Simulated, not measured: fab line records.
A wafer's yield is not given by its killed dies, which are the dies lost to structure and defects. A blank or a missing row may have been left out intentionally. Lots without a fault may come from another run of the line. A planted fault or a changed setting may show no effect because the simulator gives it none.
fab line records | flow n5-finfet
record lots=7 | wafers=39
route steps=1938 shown BEOL_M7@1329 BEOL_M10@1470 BEOL_M12@1643
start-h: hours from the record's first day to the start of the lot's first wafer shown | wait-h: hours from the lot's prior step to this one | " identical to the entry in the row above | L1.1+2: several wafers, shown together as one row | - no value present, or no start provided | * or withheld: withheld | < > ~ a bound
route shown NAME@n: a module of which the file shows steps, and the number in the route of the first | usual: mean/standard deviation of fault-free wafers | same: alike in all rows | chamber/n: place in a boat | sites: the reading at each site | _std_site: the standard deviation of these | _edge_site: inner sites' mean taken away from outer sites' mean | radius-mm: how far each site lies from the wafer's centre | mask NAME#n: copy n | behind: tool/chamber where the wafer was last shaped | hold: why the lot went on hold/how many hours it stayed there/how the hold came to an end | device: which transistor (n, p or np) failed to switch | end of line: tests of these same wafers at the route's end | a step with no rows: only its recipe | killed: dies that structure and defects cost at the first sort, which is not the same as the wafer's yield | map: dies across one wafer; x = killed, . = not, _ = none there
set.NAME: the setting that was run; set.NAME@STEP: the one run at that earlier step | model.NAME: the simulator's own value behind a step, which no gauge read
one table per step and one row per wafer, for lots whose settings were changed on purpose
## steps
# step N5_BEOL_M7_DEP_56
# recipe material=SiCN | target-thk-a=100 | temp-c=withheld | precursor=3MS/NH3 | pressure-torr=3 | rf-w=202 | time-s=17.5
lot.wafer    | tool     | chamber | start-h | wait-h | set.time-s | model.SiCN_of_BEOL_M7_DEP_56.thk-nm
L074.1       | pecvd-04 | 0       | 188.26  | 0.0    | 11.74      | 6.8
L074.2       | "        | 2       | "       | "      | 17.5       | 9.8
L074.3       | "        | 1       | "       | "      | 17.5       | 10
L074.4       | "        | 1       | "       | "      | 17.5       | 10.2
L074.5       | "        | 0       | "       | "      | 11.74      | 7
L074.6       | "        | 2       | "       | "      | 11.74      | 6.6
L077.1+4+6   | pecvd-01 | 0,2,1   | 207.33  | 0.0    | 25.06      | 14.2
L077.2       | "        | 1       | "       | "      | 17.5       | 9.8
L077.3       | "        | 2       | "       | "      | 17.5       | 9.6
L077.5       | "        | 0       | "       | "      | 17.5       | 10.2
L079.2       | pecvd-04 | 0       | 226.69  | 0.0    | 17.5       | 9.8
L079.4+6     | "        | 1,2     | "       | "      | 17.5       | 10
L085.1+4+5   | pecvd-02 | 1,0,1   | 272.73  | 0.0    | 17.5       | 9.8
L085.2       | "        | 0       | "       | "      | 17.5       | 9.6
L085.3+6     | "        | 2       | "       | "      | 17.5       | 10
L091.1       | pecvd-04 | 1       | 298.38  | 0.0    | 27.93      | 15.8
L091.2       | "        | 2       | "       | "      | 27.93      | 15.6
L091.3+5+6   | "        | 0,1,2   | "       | "      | 17.5       | 10
L091.4       | "        | 0       | "       | "      | 27.93      | 16
L093.1+2+3+6 | pecvd-04 | 1,2,0,2 | 309.67  | 0.0    | 17.5       | 9.8
L093.4       | "        | 1       | "       | "      | 17.5       | 10.2
L093.5       | "        | 0       | "       | "      | 17.5       | 10
L090.1       | pecvd-02 | 0       | 309.94  | 0.0    | 17.5       | 9.6
L090.2       | "        | 1       | "       | "      | 26.1       | 14.8
L090.3       | "        | 2       | "       | "      | 17.5       | 9.8
L090.4       | "        | 0       | "       | "      | 26.1       | 14.6
L090.5       | "        | 2       | "       | "      | 17.5       | 10.2
L090.6       | "        | 1       | "       | "      | 26.1       | 15
# step N5_BEOL_M10_ILD_DEP_00
# recipe material=SiCOH_lowk | target-thk-a=3085.1 | temp-c=300 | precursor=DEMS/porogen | pressure-torr=5 | rf-w=500 | time-s=58
lot.wafer | tool     | chamber | start-h | wait-h | set.target-thk-a | model.SiCOH_lowk_of_BEOL_M10_ILD_DEP_00.thk-nm
L074.1    | pecvd-03 | 1       | 202.40  | 0.0    | 3085.1           | 302.6
L074.2    | "        | 0       | "       | "      | 1459             | 142.4
L074.3    | "        | 0       | "       | "      | 1459             | 144.4
L074.4    | "        | 1       | "       | "      | 3085.1           | 302.8
L074.5    | "        | 1       | "       | "      | 3085.1           | 306.2
L074.6    | "        | 0       | "       | "      | 1459             | 148.6
L077.1    | pecvd-03 | 0       | 225.76  | 0.0    | 3646             | 360
L077.2    | "        | 1       | "       | "      | 3646             | 360.6
L077.3    | "        | 1       | "       | "      | 3085.1           | 311
L077.4    | "        | 0       | "       | "      | 3085.1           | 308.8
L077.5    | "        | 0       | "       | "      | 3646             | 365.8
L077.6    | "        | 1       | "       | "      | 3085.1           | 306.2
L079.2    | pecvd-03 | 1       | 240.44  | 0.0    | 3085.1           | 310
L079.4    | "        | 2       | "       | "      | 3085.1           | 317.4
L079.6    | "        | 2       | "       | "      | 3085.1           | 317
L085.1    | pecvd-01 | 0       | 289.15  | 0.0    | 3085.1           | 309.2
L085.2    | "        | 1       | "       | "      | 3085.1           | 304.6
L085.3    | "        | 2       | "       | "      | 1841             | 188
L085.4    | "        | 0       | "       | "      | 1841             | 185.2
L085.5    | "        | 2       | "       | "      | 3085.1           | 317
L085.6    | "        | 1       | "       | "      | 1841             | 184
L091.1    | pecvd-04 | 2       | 315.65  | 0.0    | 3085.1           | 311.4
L091.2    | "        | 1       | "       | "      | 4406             | 438.2
L091.3    | "        | 0       | "       | "      | 4406             | 439.6
L091.4    | "        | 1       | "       | "      | 3085.1           | 315.4
L091.5    | "        | 2       | "       | "      | 4406             | 446.8
L091.6    | "        | 0       | "       | "      | 3085.1           | 315.2
L093.1    | pecvd-03 | 1       | 327.80  | 0.0    | 4782             | 469.6
L093.2    | "        | 0       | "       | "      | 4782             | 476.4
L093.3    | "        | 2       | "       | "      | 4782             | 473.6
L093.4    | "        | 1       | "       | "      | 3085.1           | 306.6
L093.5    | "        | 2       | "       | "      | 3085.1           | 311.4
L093.6    | "        | 0       | "       | "      | 3085.1           | 313.6
L090.1    | pecvd-04 | 1       | 328.21  | 0.0    | 4302             | 429.2
L090.2    | "        | 0       | "       | "      | 4302             | 427.6
L090.3    | "        | 2       | "       | "      | 3085.1           | 304.2
L090.4    | "        | 1       | "       | "      | 4302             | 439.6
L090.5    | "        | 0       | "       | "      | 3085.1           | 316.2
L090.6    | "        | 2       | "       | "      | 3085.1           | 309
# step N5_BEOL_M10_CURE_71
# recipe temp-c=385 | time-s=240 | ambient=He/Ar | material=SiCOH_lowk
lot.wafer | tool       | chamber | start-h | wait-h | set.target-thk-a@BEOL_M10_ILD_DEP_00 | model.SiCOH_lowk_of_BEOL_M10_ILD_DEP_00.thk-nm
L074.1    | uv-cure-03 | 0       | 202.50  | 0.1    | 3085.1                               | 262.8
L074.2    | "          | 0       | "       | "      | 1459                                 | 122.4
L074.3    | "          | 0       | "       | "      | 1459                                 | 124.4
L074.4    | "          | 0       | "       | "      | 3085.1                               | 263
L074.5    | "          | 0       | "       | "      | 3085.1                               | 266
L074.6    | "          | 0       | "       | "      | 1459                                 | 128
L077.1    | uv-cure-03 | 1       | 225.87  | 0.1    | 3646                                 | 313.6
L077.2    | "          | 1       | "       | "      | 3646                                 | 314
L077.3    | "          | 1       | "       | "      | 3085.1                               | 270.2
L077.4    | "          | 1       | "       | "      | 3085.1                               | 268.4
L077.5    | "          | 1       | "       | "      | 3646                                 | 318.8
L077.6    | "          | 1       | "       | "      | 3085.1                               | 266
L079.2    | uv-cure-02 | 0       | 240.63  | 0.2    | 3085.1                               | 269.2
L079.4    | "          | 0       | "       | "      | 3085.1                               | 275.8
L079.6    | "          | 0       | "       | "      | 3085.1                               | 275.6
L085.1    | uv-cure-01 | 2       | 289.23  | 0.0    | 3085.1                               | 268.6
L085.2    | "          | 2       | "       | "      | 3085.1                               | 264.6
L085.3    | "          | 2       | "       | "      | 1841                                 | 162.2
L085.4    | "          | 2       | "       | "      | 1841                                 | 159.8
L085.5    | "          | 2       | "       | "      | 3085.1                               | 275.6
L085.6    | "          | 2       | "       | "      | 1841                                 | 158.6
L091.1    | uv-cure-01 | 2       | 315.73  | 0.0    | 3085.1                               | 270.6
L091.2    | "          | 2       | "       | "      | 4406                                 | 383.4
L091.3    | "          | 2       | "       | "      | 4406                                 | 384.6
L091.4    | "          | 2       | "       | "      | 3085.1                               | 274.2
L091.5    | "          | 2       | "       | "      | 4406                                 | 391.2
L091.6    | "          | 2       | "       | "      | 3085.1                               | 273.8
L093.1    | uv-cure-02 | 1       | 327.88  | 0.0    | 4782                                 | 411.6
L093.2    | "          | 1       | "       | "      | 4782                                 | 417.8
L093.3    | "          | 1       | "       | "      | 4782                                 | 415.2
L093.4    | "          | 1       | "       | "      | 3085.1                               | 266.2
L093.5    | "          | 1       | "       | "      | 3085.1                               | 270.6
L093.6    | "          | 1       | "       | "      | 3085.1                               | 272.6
L090.1    | uv-cure-03 | 0       | 328.29  | 0.0    | 4302                                 | 375.4
L090.2    | "          | 0       | "       | "      | 4302                                 | 374
L090.3    | "          | 0       | "       | "      | 3085.1                               | 264.2
L090.4    | "          | 0       | "       | "      | 4302                                 | 384.8
L090.5    | "          | 0       | "       | "      | 3085.1                               | 274.8
L090.6    | "          | 0       | "       | "      | 3085.1                               | 268.4
# step N5_BEOL_M10_THK_MEAS_01
# recipe reads=SiCOH_lowk_of_BEOL_M10_ILD_DEP_00
# usual M10_ILD_THK=270/3.8
lot.wafer | tool          | chamber | start-h | wait-h | set.target-thk-a@BEOL_M10_ILD_DEP_00 | M10_ILD_THK[nm]
L074.1    | film-metro-02 | -       | 203.02  | 0.4    | 3085.1                               | 263
L074.2    | "             | -       | "       | "      | 1459                                 | 123
L074.3    | "             | -       | "       | "      | 1459                                 | 124
L074.4    | "             | -       | "       | "      | 3085.1                               | 263
L074.5    | "             | -       | "       | "      | 3085.1                               | 266
L074.6    | "             | -       | "       | "      | 1459                                 | 128
L077.1    | film-metro-02 | -       | 226.38  | 0.4    | 3646                                 | 314
L077.2    | "             | -       | "       | "      | 3646                                 | 314
L077.3    | "             | -       | "       | "      | 3085.1                               | 270
L077.4    | "             | -       | "       | "      | 3085.1                               | 268
L077.5    | "             | -       | "       | "      | 3646                                 | 319
L077.6    | "             | -       | "       | "      | 3085.1                               | 266
L079.2    | film-metro-02 | -       | 241.07  | 0.4    | 3085.1                               | 269
L079.4    | "             | -       | "       | "      | 3085.1                               | 276
L079.6    | "             | -       | "       | "      | 3085.1                               | 276
L085.1    | film-metro-02 | -       | 289.74  | 0.4    | 3085.1                               | 269
L085.2    | "             | -       | "       | "      | 3085.1                               | 264
L085.3    | "             | -       | "       | "      | 1841                                 | 162
L085.4    | "             | -       | "       | "      | 1841                                 | 160
L085.5    | "             | -       | "       | "      | 3085.1                               | 276
L085.6    | "             | -       | "       | "      | 1841                                 | 159
L091.1    | film-metro-01 | -       | 316.24  | 0.4    | 3085.1                               | 271
L091.2    | "             | -       | "       | "      | 4406                                 | 383
L091.3    | "             | -       | "       | "      | 4406                                 | 385
L091.4    | "             | -       | "       | "      | 3085.1                               | 274
L091.5    | "             | -       | "       | "      | 4406                                 | 391
L091.6    | "             | -       | "       | "      | 3085.1                               | 274
L093.1    | film-metro-01 | -       | 328.87  | 0.8    | 4782                                 | 412
L093.2    | "             | -       | "       | "      | 4782                                 | 418
L093.3    | "             | -       | "       | "      | 4782                                 | 415
L093.4    | "             | -       | "       | "      | 3085.1                               | 266
L093.5    | "             | -       | "       | "      | 3085.1                               | 270
L093.6    | "             | -       | "       | "      | 3085.1                               | 272
L090.1    | film-metro-01 | -       | 329.28  | 0.8    | 4302                                 | 375
L090.2    | "             | -       | "       | "      | 4302                                 | 374
L090.3    | "             | -       | "       | "      | 3085.1                               | 264
L090.4    | "             | -       | "       | "      | 4302                                 | 384
L090.5    | "             | -       | "       | "      | 3085.1                               | 275
L090.6    | "             | -       | "       | "      | 3085.1                               | 268
# step N5_BEOL_M12_ETCH_38
# recipe chemistry=CF4/N2 | target=SiCN | target-depth-a=687 | taper-deg=2 | time-s=73.4 | ion-energy-ev=150 | mask-material=SiO2 | pressure-mtorr=40 | source-w=430 | bias-w=70 | Ar_flow_sccm=100 | cf4-flow-sccm=60 | n2-flow-sccm=60
lot.wafer | tool        | chamber | start-h | wait-h | set.target-depth-a | model.etch.depth-nm
L074.1    | rie-diel-04 | 2       | 223.89  | -      | 289.8              | 23.83
L074.2    | "           | 3       | "       | "      | 687                | 57.49
L074.3    | "           | 0       | "       | "      | 289.8              | 24.56
L074.4    | "           | 2       | "       | "      | 687                | 56.19
L074.5    | "           | 3       | "       | "      | 289.8              | 24.1
L074.6    | "           | 0       | "       | "      | 687                | 58.53
L077.1    | rie-diel-04 | 0       | 246.89  | -      | 687                | 57.46
L077.2    | "           | 1       | "       | "      | 687                | 58.24
L077.3    | "           | 3       | "       | "      | 687                | 57.37
L077.4    | "           | 0       | "       | "      | 687                | 57.52
L077.5    | "           | 1       | "       | "      | 687                | 58.49
L077.6    | "           | 3       | "       | "      | 687                | 57.27
L079.2    | rie-diel-02 | 0       | 262.71  | -      | 687                | 57.41
L079.4    | "           | 1       | "       | "      | 687                | 54.64
L079.6    | "           | 0       | "       | "      | 687                | 57.46
L085.1    | rie-diel-02 | 0       | 313.96  | -      | 687                | 59.96
L085.2    | "           | 2       | "       | "      | 687                | 57.85
L085.3    | "           | 1       | "       | "      | 687                | 54.87
L085.4    | "           | 3       | "       | "      | 489.8              | 40.03
L085.5    | "           | 0       | "       | "      | 489.8              | 43.15
L085.6    | "           | 1       | "       | "      | 489.8              | 39.2
L091.1    | rie-diel-02 | 1       | 338.15  | -      | 687                | 54.81
L091.2    | "           | 0       | "       | "      | 1013               | 89.94
L091.3    | "           | 2       | "       | "      | 687                | 57.79
L091.4    | "           | 3       | "       | "      | 1013               | 82.92
L091.5    | "           | 2       | "       | "      | 1013               | 85.01
L091.6    | "           | 1       | "       | "      | 687                | 55.19
L093.1    | rie-diel-05 | 2       | 348.08  | -      | 687                | 55.86
L093.2    | "           | 3       | "       | "      | 687                | 62.21
L093.3    | "           | 1       | "       | "      | 687                | 55.84
L093.4    | "           | 0       | "       | "      | 687                | 61.8
L093.5    | "           | 0       | "       | "      | 687                | 61.49
L093.6    | "           | 3       | "       | "      | 687                | 62.2
L090.1    | rie-diel-04 | 3       | 348.22  | -      | 687                | 57.69
L090.2    | "           | 1       | "       | "      | 687                | 59.5
L090.3    | "           | 2       | "       | "      | 687                | 55.68
L090.4    | "           | 0       | "       | "      | 687                | 58.34
L090.5    | "           | 2       | "       | "      | 687                | 56.04
L090.6    | "           | 3       | "       | "      | 687                | 57.79
## key
split step=N5_BEOL_M7_DEP_56 | setting=time-s | stated=17.5 | by=wafer
response step=N5_BEOL_M7_DEP_56 | reading=model.SiCN_of_BEOL_M7_DEP_56.thk-nm | change=+0.0988 | per=1% | r=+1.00
split step=N5_BEOL_M10_ILD_DEP_00 | setting=target-thk-a | stated=3085.1 | by=wafer
response step=N5_BEOL_M10_ILD_DEP_00 | reading=model.SiCOH_lowk_of_BEOL_M10_ILD_DEP_00.thk-nm | change=+3.01 | per=1% | r=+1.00
response step=N5_BEOL_M10_CURE_71 | reading=model.SiCOH_lowk_of_BEOL_M10_ILD_DEP_00.thk-nm | change=+2.67 | per=1% | r=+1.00
response step=N5_BEOL_M10_THK_MEAS_01 | reading=M10_ILD_THK | change=+2.67 | per=1% | r=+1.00
split step=N5_BEOL_M12_ETCH_38 | setting=target-depth-a | stated=687 | by=wafer
response step=N5_BEOL_M12_ETCH_38 | reading=model.etch.depth-nm | change=+0.596 | per=1% | r=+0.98
